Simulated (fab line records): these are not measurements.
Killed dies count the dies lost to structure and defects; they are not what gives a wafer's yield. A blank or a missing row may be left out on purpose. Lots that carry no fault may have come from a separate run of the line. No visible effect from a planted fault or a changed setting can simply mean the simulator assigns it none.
Which tool did it? ; flow n5-finfet ; 9 lots with 27 wafers sampled at 4 steps, on a route of 1938 steps

== WHAT EACH GAUGE READ, for each wafer ==
N5_SD_EPI_N_EPI_MEAS_23.
lot;measured;on;thk-nm (nm)
L421;day 4 17:11;film-metro-01;56.5 59.2 59.9
L422;day 4 23:08;film-metro-02;58.5 58.4 59.0
L423;day 5 05:51;film-metro-02;58.9 59.5 61.0
L424;day 5 10:52;film-metro-02;60.9 60.7 61.8
L426;day 5 22:44;film-metro-02;62.1 58.9 60.2
L432;day 7 11:43;film-metro-02;68.4 67.7 67.7
L435;day 8 06:05;film-metro-01;68.2 68.1 67.9
L436;day 8 14:36;film-metro-01;59.9 59.3 59.7
L438;day 9 03:06;film-metro-02;58.6 60.5 58.4

== WHAT TOOL EACH LOT RAN ON (gives the tool, then ch and the chambers of the sampled wafers, and finally the start) ==
lot;N5_SD_EPI_N_ETCH_45;N5_SD_EPI_N_SD_RECESS_17;N5_SD_EPI_N_EPI_21
L421;rie-diel-05 ch 0,1,3, day 4 13:20;rie-si-03 ch 2,3, day 4 13:31;epi-rpcvd-02 ch 0, day 4 15:39
L422;rie-diel-03 ch 0,2, day 4 19:31;rie-si-05 ch 0,2,3, day 4 19:41;epi-rpcvd-02 ch 0, day 4 20:51
L423;rie-diel-05 ch 0,2, day 5 02:59;rie-si-06 ch 1,2, day 5 03:09;epi-rpcvd-02 ch 0, day 5 04:08
L424;rie-diel-01 ch 1,2,3, day 5 07:14;rie-si-06 ch 0,1,3, day 5 07:25;epi-rpcvd-01 ch 0, day 5 08:35
L426;rie-diel-05 ch 0,2, day 5 19:51;rie-si-06 ch 1,2,3, day 5 20:01;epi-rpcvd-02 ch 0, day 5 21:02
L432;rie-diel-03 ch 1,2, day 7 08:50;rie-si-03 ch 0,1, day 7 09:00;epi-rpcvd-02 ch 0, day 7 10:16
L435;rie-diel-03 ch 0,2,3, day 8 03:12;rie-si-06 ch 0,1,2, day 8 03:23;epi-rpcvd-02 ch 0, day 8 04:56
L436;rie-diel-01 ch 0,1, day 8 11:30;rie-si-05 ch 0,1,3, day 8 11:40;epi-rpcvd-04 ch 0, day 8 12:53
L438;rie-diel-01 ch 0,2,3, day 8 21:23;rie-si-03 ch 2,3, day 8 21:33;epi-rpcvd-01 ch 0, day 8 23:05
- N5_SD_EPI_N_ETCH_45: etches SiOCN in CH3F/O2, target depth 6 nm.
- N5_SD_EPI_N_SD_RECESS_17: chemistry HBr/Cl2/O2, target depth 41 nm, time 23.7 s, bt time 3 s.
- N5_SD_EPI_N_EPI_21: deposits Si:P, time 690 s.

== THE ANSWER, worked out from the rows above alone ==
Rule: the lots themselves supply what counts as usual. Put in order of their means at a reading, lots are off if they are a third of the lots or fewer, leave a main group of 4 or more, and stand apart from it by a gap of 3 or more times the standard deviation of the main group's means; of several such gaps the widest counts. A main group is skipped when, at the precision printed for the reading in the tables above, its means are all equal. A lot without any number at a reading at which 4 lots or more have one is off too. Any other lot the step has rows for is counted as sound.
Off: L432, L435, at N5_SD_EPI_N_EPI_MEAS_23 (thk-nm). Mean 59.6 nm and standard deviation 0.87 in the main group.
If a tool, at a process step before that reading, ran all the lots that are off and no sound lot after the first of them, it fits. Gauges at N5_SD_EPI_N_EPI_MEAS_23: tried the same way as those tools. Undecided on this evidence; 2 tools fit (rie-diel-03 at N5_SD_EPI_N_ETCH_45, epi-rpcvd-02 at N5_SD_EPI_N_EPI_21).

== WHAT THE SIMULATOR HAD INSERTED ==
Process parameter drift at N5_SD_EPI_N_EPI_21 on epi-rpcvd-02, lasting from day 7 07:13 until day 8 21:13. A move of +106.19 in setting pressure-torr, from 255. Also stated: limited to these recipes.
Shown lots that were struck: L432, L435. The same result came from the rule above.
